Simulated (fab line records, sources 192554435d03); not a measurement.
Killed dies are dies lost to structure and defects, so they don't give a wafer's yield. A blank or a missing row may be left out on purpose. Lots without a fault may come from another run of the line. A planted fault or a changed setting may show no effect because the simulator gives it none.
fab line records | flow n5_finfet
record lots=5 wafers=15 last_day=18
route steps=1938 shown PMOS_HMC_CHANNEL_EPI@62
lots that met no fault: from a run of the same line without faults
start_h: hours from the record's first day to the start of the lot's first wafer shown | wait_h: hours since the lot's step before | " the same as in the row above | L1.1+2: a row that stands for several wafers | - no value, or no start given | * or withheld: withheld | < > ~ a bound
route shown NAME@n: a module of which the file shows steps, and the number in the route of the first | usual: mean/standard deviation of fault-free wafers | same: alike in all rows | chamber/n: place in a boat | sites: the reading at each site | _std_site: their standard deviation | _edge_site: outer sites' mean less inner sites' | radius_mm: how far each site lies from the wafer's centre | mask NAME#n: copy n | behind: the tool/chamber that last shaped the wafer | hold: why the lot was held/for how many hours/how that ended | device: the transistor (n, p or np) that didn't switch | end of line: the same wafers' tests at the end of the route | a step without rows: its recipe alone | killed: dies lost to structure and defects at the first sort, not the wafer's yield | map: a wafer's dies, x killed, . not, _ none there
set.NAME: the setting as run; set.NAME@STEP: as run at that earlier step | model.NAME: the simulator's own value behind a step, which no gauge read
lots at some steps of the route; a table a step, a row a wafer
services: from which hour (start_h, from the record's first day; less than 0 if before it) a tool's chamber was out of use, for how many hours, and why
## steps
# step N5_PMOS_HMC_CHANNEL_EPI_EXPOSE_06
# recipe mask_id=PMOS_HMC_BLK na=1.35 source_shape=conventional sigma_outer=0.8 polarization=unpolarized target_cd_nm=240 dose_mj=41
# step N5_PMOS_HMC_CHANNEL_EPI_PEB_07
# recipe peb_temp_c=110 peb_time_s=60 resist=CAR-ArF-block
# step N5_PMOS_HMC_CHANNEL_EPI_DEVELOP_08
# recipe develop_time_s=30 developer=TMAH resist=CAR-ArF-block dev_temp_c=23 rinse_liquid=diw dry=air_spin
# step N5_PMOS_HMC_CHANNEL_EPI_CD_MEAS_09
# recipe target_cd_nm=237.4 landing_energy_ev=500 detector=se_inlens
# usual cd_nm=237.7/1.3
# columns lot.wafer tool chamber start_h wait_h cd_nm
L791.1 cd_sem-03 0 65.49 - 238.3
L791.5 " 0 " " 236.3
L791.6 " 0 " " 235.2
L796.1 cd_sem-02 0 94.91 - 238.6
L796.3 " 0 " " 238.8
L796.4 " 0 " " 237.7
L802.1 cd_sem-01 0 131.53 - 237.9
L802.2 " 0 " " 237.8
L802.4 " 0 " " 237.6
L804.1 cd_sem-02 0 143.45 - 239.0
L804.3 " 0 " " 238.6
L804.4 " 0 " " 238.4
L806.1 cd_sem-03 0 155.37 - 238.8
L806.4 " 0 " " 237.6
L806.5 " 0 " " 238.0
# step N5_PMOS_HMC_CHANNEL_EPI_OVL_MEAS_10
# recipe points_per_wafer=44
# usual PMOS_HMC_BLK_OVL=-0.4/0.68
# columns lot.wafer tool chamber start_h wait_h PMOS_HMC_BLK_OVL[nm]
L791.1 overlay-02 0 65.52 0.0 -0.3
L791.5 " 0 " " -0.2
L791.6 " 0 " " 0.3
L796.1 overlay-01 0 94.94 0.0 -0.4
L796.3 " 0 " " 0.0
L796.4 " 0 " " 0.6
L802.1 overlay-01 0 131.56 0.0 0.0
L802.2 " 0 " " -1.5
L802.4 " 0 " " -2.2
L804.1 overlay-02 0 143.48 0.0 -1.2
L804.3 " 0 " " -0.7
L804.4 " 0 " " -0.8
L806.1 overlay-01 0 155.40 0.0 -0.6
L806.4 " 0 " " -1.0
L806.5 " 0 " " -1.4
# step N5_PMOS_HMC_CHANNEL_EPI_INSPECT_11
# recipe mode=adi inspect_instrument=macro
# usual raw_defect_count=1.9/1.4
# columns lot.wafer tool chamber start_h wait_h raw_defect_count
L791.1 defect_inspect-02 - 65.54 0.0 5
L791.5 " - " " 1
L791.6 " - " " 3
L796.1 defect_inspect-01 - 94.96 0.0 3
L796.3 " - " " 2
L796.4 " - " " 0
L802.1 defect_inspect-01 - 131.58 0.0 3
L802.2 " - " " 3
L802.4 " - " " 1
L804.1 defect_inspect-01 - 143.50 0.0 5
L804.3 " - " " 2
L804.4 " - " " 0
L806.1 defect_inspect-02 - 155.42 0.0 3
L806.4 " - " " 3
L806.5 " - " " 1
# step N5_PMOS_HMC_CHANNEL_EPI_DESCUM_14
# recipe chemistry=O2 time_s=7.9 source_power_w=50 bias_power_w=20 pressure_mtorr=20 rf_frequency_hz=2.712e+07 temp_c=40 resist=CAR-ArF-block o2_flow_sccm=225
# usual drypump_motor_current_A=5.8/0.47 oes_product_au=0.80/0.095 rf_vpp_V=243.2/1.1 showerhead_plenum_p_Torr=2.10/0.055 throttle_valve_pct=20.36/0.19
# columns lot.wafer tool chamber start_h wait_h drypump_motor_current_A oes_product_au rf_hours_counter_h rf_vpp_V showerhead_plenum_p_Torr throttle_valve_pct
L791.1 rie_diel-01 3 65.58 0.0 6.1 0.92 9 244.6 2.14 20.24
L791.5 " 3 " " 6.1 0.93 - 244.4 2.14 20.25
L791.6 " 2 " " 5.3 0.70 - 243.7 2.07 20.51
L796.1 rie_diel-03 2 95.00 0.0 5.8 0.80 82 243.7 2.12 20.20
L796.3 " 0 " " 6.0 0.87 36 243.9 2.11 20.34
L796.4 " 3 " " 6.5 0.97 5 245.8 2.24 20.26
L802.1 rie_diel-05 3 131.62 0.0 5.8 0.73 188 243.9 2.19 20.83
L802.2 " 2 " " 5.0 0.88 54 242.4 2.03 20.35
L802.4 " 0 " " 5.1 0.72 173 242.6 2.02 20.43
L804.1 rie_diel-05 3 143.53 0.0 5.8 0.73 191 244.6 2.19 20.83
L804.3 " 0 " " 5.2 0.71 176 242.1 2.02 20.44
L804.4 " 2 " " 5.0 0.87 58 242.7 2.03 20.35
L806.1 rie_diel-03 3 155.67 0.2 6.5 0.91 22 244.8 2.23 20.28
L806.4 " 1 " " 6.6 0.77 148 243.0 2.07 20.29
L806.5 " 2 " " 5.8 0.79 - 243.4 2.11 20.21
# step N5_PMOS_HMC_CHANNEL_EPI_ETCH_32
# recipe chemistry=N2/H2 target=BARC stop_on=SiO2 target_depth_a=858 over_etch_frac=0.3 time_s=50.3 ion_energy_ev=200 mask_material=CAR-ArF-block pressure_mtorr=30 source_w=840 bias_w=150 n2_flow_sccm=200 h2_flow_sccm=200
# usual drypump_motor_current_A=5.8/0.47 oes_product_au=0.68/0.08 rf_vpp_V=524.2/2.1 showerhead_plenum_p_Torr=2.55/0.069 throttle_valve_pct=17.78/0.21
# columns lot.wafer tool chamber start_h wait_h drypump_motor_current_A oes_product_au rf_hours_counter_h rf_vpp_V showerhead_plenum_p_Torr throttle_valve_pct
L791.1 rie_diel-01 3 65.61 0.0 6.0 0.80 9 526.2 2.59 17.66
L791.5 " 3 " " 6.1 0.81 - 526.6 2.59 17.64
L791.6 " 2 " " 5.3 0.59 - 522.1 2.46 17.66
L796.1 rie_diel-03 2 95.03 0.0 5.8 0.70 82 524.3 2.58 17.62
L796.3 " 0 " " 6.0 0.74 36 526.0 2.59 18.02
L796.4 " 3 " " 6.5 0.82 5 528.8 2.71 17.62
L802.1 rie_diel-05 3 131.65 0.0 5.8 0.62 188 525.0 2.64 18.19
L802.2 " 2 " " 5.0 0.74 54 523.7 2.46 17.73
L802.4 " 0 " " 5.1 0.62 173 522.6 2.45 17.91
L804.1 rie_diel-05 3 143.57 0.0 5.8 0.62 191 525.9 2.64 18.20
L804.3 " 0 " " 5.2 0.62 176 519.3 2.45 17.91
L804.4 " 2 " " 5.0 0.74 58 523.2 2.46 17.74
L806.1 rie_diel-03 3 155.70 0.0 6.5 0.78 22 527.7 2.70 17.62
L806.4 " 1 " " 6.6 0.67 148 524.4 2.53 17.80
L806.5 " 2 " " 5.8 0.68 - 525.5 2.57 17.67
# step N5_PMOS_HMC_CHANNEL_EPI_HM_OPEN_15
# recipe chemistry=CHF3/O2 target=SiO2 mask_material=CAR-ArF-block target_depth_a=406 CHF3_flow_sccm=50 O2_flow_sccm=5 Ar_flow_sccm=200 time_s=20.3 pressure_mtorr=30 source_w=650 bias_w=170 ion_energy_ev=200
# usual CHF3_flow_sccm=49.99/0.14 drypump_motor_current_A=5.8/0.47 oes_o_777_au=0.80/0.092 oes_product_au=0.80/0.098 rf_vpp_V=526/19 showerhead_plenum_p_Torr=2.42/0.067 throttle_valve_pct=18.85/0.18
# columns lot.wafer tool chamber start_h wait_h CHF3_flow_sccm drypump_motor_current_A oes_o_777_au oes_product_au rf_hours_counter_h rf_vpp_V showerhead_plenum_p_Torr throttle_valve_pct
L791.1 rie_diel-01 3 65.65 0.0 49.93 6.0 0.95 0.92 9 498 2.49 18.86
L791.5 " 3 " " 49.88 6.1 0.96 0.92 - 496 2.49 18.87
L791.6 " 2 " " 50.12 5.3 0.70 0.69 - 536 2.37 18.91
L796.1 rie_diel-03 2 95.07 0.0 49.86 5.8 0.82 0.80 83 513 2.44 18.74
L796.3 " 0 " " 50.06 6.1 0.85 0.89 36 544 2.43 18.77
L796.4 " 3 " " 50.03 6.5 0.95 0.96 5 515 2.59 18.78
L802.1 rie_diel-05 3 131.70 0.0 49.93 5.8 0.72 0.72 188 553 2.51 19.27
L802.2 " 2 " " 49.86 5.0 0.84 0.87 54 533 2.32 18.73
L802.4 " 0 " " 49.71 5.1 0.76 0.72 173 486 2.30 18.76
L804.1 rie_diel-05 3 143.61 0.0 49.94 5.8 0.71 0.72 191 553 2.51 19.29
L804.3 " 0 " " 50.00 5.1 0.76 0.71 176 486 2.30 18.75
L804.4 " 2 " " 50.34 5.0 0.84 0.86 58 535 2.32 18.73
L806.1 rie_diel-03 3 155.74 0.0 50.18 6.5 0.90 0.91 22 514 2.58 18.80
L806.4 " 1 " " 50.05 6.6 0.74 0.77 148 539 2.39 18.84
L806.5 " 2 " " 49.84 5.8 0.80 0.79 - 512 2.44 18.78
# step N5_PMOS_HMC_CHANNEL_EPI_STRIP_33
# recipe chemistry=N2/H2 power_w=500 temp_c=40 pressure_mtorr=50 rf_frequency_hz=6e+07 overash_fraction=0.3 bias_power_w=8 h2_frac=0.5 n2_flow_sccm=300 h2_flow_sccm=300
# usual drypump_motor_current_A=5.8/0.47 oes_product_au=0.80/0.095 rf_vpp_V=54.1/1.7 showerhead_plenum_p_Torr=3.36/0.088 throttle_valve_pct=18.8/0.43
# columns lot.wafer tool chamber start_h wait_h drypump_motor_current_A oes_product_au rf_hours_counter_h rf_vpp_V showerhead_plenum_p_Torr throttle_valve_pct
L791.1 rie_diel-01 3 65.71 0.0 6.0 0.93 9 55.5 3.42 18.8
L791.5 " 3 " " 6.0 0.92 - 54.8 3.42 18.8
L791.6 " 2 " " 5.3 0.69 - 53.6 3.26 18.5
L796.1 rie_diel-03 2 95.13 0.0 5.8 0.81 83 54.8 3.40 18.4
L796.3 " 0 " " 6.1 0.87 36 53.3 3.42 19.7
L796.4 " 3 " " 6.6 0.96 5 54.1 3.57 18.7
L802.1 rie_diel-05 3 131.75 0.0 5.8 0.73 188 52.8 3.48 19.2
L802.2 " 2 " " 5.0 0.87 54 54.3 3.26 18.8
L802.4 " 0 " " 5.1 0.72 173 53.8 3.24 19.2
L804.1 rie_diel-05 3 143.67 0.0 5.8 0.73 191 50.4 3.48 19.2
L804.3 " 0 " " 5.1 0.71 176 54.7 3.24 19.2
L804.4 " 2 " " 5.0 0.86 58 54.9 3.26 18.8
L806.1 rie_diel-03 3 155.80 0.0 6.6 0.91 22 59.6 3.56 18.7
L806.4 " 1 " " 6.6 0.75 148 52.9 3.34 18.6
L806.5 " 2 " " 5.8 0.81 - 55.4 3.39 18.4
# step N5_PMOS_HMC_CHANNEL_EPI_STRIP_17
# recipe chemistry=SPM time_s=750 temp_c=130 h2so4_h2o2_vol_ratio=4 dry=ipa_marangoni
# step N5_PMOS_HMC_CHANNEL_EPI_ETCH_38
# recipe chemistry=CF4 target=SiO2 target_depth_a=15 ion_energy_ev=350 pressure_mtorr=10 icp_w=800 bias_w=400 cf4_flow_sccm=80
# usual drypump_motor_current_A=5.9/0.35 oes_product_au=1.003/0.018 throttle_valve_pct=21.65/0.25
# columns lot.wafer tool chamber start_h wait_h drypump_motor_current_A oes_product_au rf_hours_counter_h throttle_valve_pct
L791.1 rie_si-04 2 66.01 0.0 5.9 0.986 141 21.21
L791.5 " 0 " " 5.5 1.006 - 22.05
L791.6 " 1 " " 5.9 0.981 - 21.46
L796.1 rie_si-05 0 95.43 0.0 5.3 0.991 3 21.53
L796.3 " 2 " " 6.4 1.001 91 21.73
L796.4 " 3 " " 5.8 0.965 157 21.92
L802.1 rie_si-05 0 132.05 0.0 5.2 1.009 4 21.53
L802.2 " 1 " " 6.1 1.002 118 21.53
L802.4 " 2 " " 6.4 1.017 92 21.74
L804.1 rie_si-06 3 143.97 0.0 6.3 1.008 126 21.74
L804.3 " 1 " " 6.1 1.040 194 21.89
L804.4 " 2 " " 6.1 0.995 11 21.51
L806.1 rie_si-04 0 156.10 0.0 5.5 1.018 42 22.03
L806.4 " 2 " " 5.9 0.995 143 21.21
L806.5 " 3 " " 5.7 1.013 - 21.66
# step N5_PMOS_HMC_CHANNEL_EPI_FIN_RECESS_16
# recipe chemistry=HBr/Cl2 target=Si mask_material=SiO2 target_depth_a=540 time_s=18 pressure_mtorr=10 icp_w=800 bias_w=75 HBr_flow_sccm=150 Cl2_flow_sccm=80
# usual drypump_motor_current_A=5.9/0.35 oes_product_au=0.999/0.016 throttle_valve_pct=35.4/0.35
# columns lot.wafer tool chamber start_h wait_h drypump_motor_current_A oes_product_au rf_hours_counter_h throttle_valve_pct model.etch.depth_nm model.PMOS_HMC_CHANNEL_EPI.feature_depth_nm
L791.1 rie_si-04 2 66.03 0.0 5.9 0.989 141 35.1 55 55
L791.5 " 0 " " 5.5 1.011 - 35.8 54.76 54.76
L791.6 " 1 " " 5.9 1.013 - 35.1 52.46 52.46
L796.1 rie_si-05 0 95.45 0.0 5.2 1.001 3 35.5 54.39 54.39
L796.3 " 2 " " 6.4 0.995 91 35.4 55.73 55.73
L796.4 " 3 " " 5.8 0.958 157 36.2 53.47 53.47
L802.1 rie_si-05 0 132.07 0.0 5.3 0.997 4 35.5 55.17 55.17
L802.2 " 1 " " 6.1 1.000 118 35.4 53.07 53.07
L802.4 " 2 " " 6.4 1.006 92 35.4 52.06 52.06
L804.1 rie_si-06 3 143.99 0.0 6.3 0.989 126 35.1 55.45 55.45
L804.3 " 1 " " 6.2 1.030 194 35.3 56.39 56.39
L804.4 " 2 " " 6.1 0.992 11 34.6 54.51 54.51
L806.1 rie_si-04 0 156.12 0.0 5.6 1.005 42 35.7 54.47 54.47
L806.4 " 2 " " 5.9 0.992 143 35.0 55.18 55.18
L806.5 " 3 " " 5.7 1.011 - 35.1 54.07 54.07
# step N5_PMOS_HMC_CHANNEL_EPI_PRECLEAN_36
# recipe chemistry=O3/DIW time_s=45 temp_c=22 o3_ppm=10
## services
# columns tool chamber start_h hours kind
rie_diel-03 3 45.74 - clean
rie_diel-03 3 45.74 - consumable_replace:focus_ring
rie_diel-03 3 45.74 - consumable_replace:showerhead
rie_diel-03 3 45.74 30.3 scheduled_down
rie_diel-03 3 45.74 30.3 vent_cycle
rie_diel-01 1 50.43 1.8 repair
rie_diel-01 0 50.97 8.6 repair
rie_diel-05 2 52.48 3.9 repair
rie_diel-01 1 59.75 - clean
rie_diel-01 1 59.75 - consumable_replace:focus_ring
rie_diel-01 1 59.75 28.1 scheduled_down
rie_diel-01 1 59.75 28.1 vent_cycle
rie_si-06 0 74.82 4.1 repair
rie_diel-01 2 76.26 18.7 repair
rie_diel-05 3 77.89 10.9 repair
rie_diel-03 0 77.97 4.1 repair
rie_diel-01 3 87.47 5.0 repair
rie_si-04 1 91.15 37.1 repair
rie_diel-01 0 94.99 - clean
rie_diel-01 0 94.99 - consumable_replace:focus_ring
rie_diel-01 - 116.47 2.8 pm
rie_diel-05 0 118.41 3.1 repair
rie_diel-03 - 134.45 2.8 pm
rie_diel-05 - 139.00 2.8 pm
## key
first_sign none at tools or gauges
model_effect step=N5_PMOS_HMC_CHANNEL_EPI_FIN_RECESS_16 value=etch.depth_nm without=56.67 struck=52.06
met_at N5_PMOS_HMC_CHANNEL_EPI_FIN_RECESS_16
struck_wafers L802.4
tester_left_out L802
onset_between 95.45 132.07
fault kind=process_parameter_drift tool=rie_si-05 chamber=- onset_h=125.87 steps=N5_PMOS_HMC_CHANNEL_EPI_FIN_RECESS_16 channel=time_s offset=* shape=step end_h=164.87 scope=struck_wafers_only acts_in=* stated=*
# tester_left_out: of these lots the tester's yield and bins aren't shown, on N5 and GAA mostly nor the transistor test; their killed dies are dies lost to structure and defects alone, not to doping, threshold or leakage, so they don't give the yield
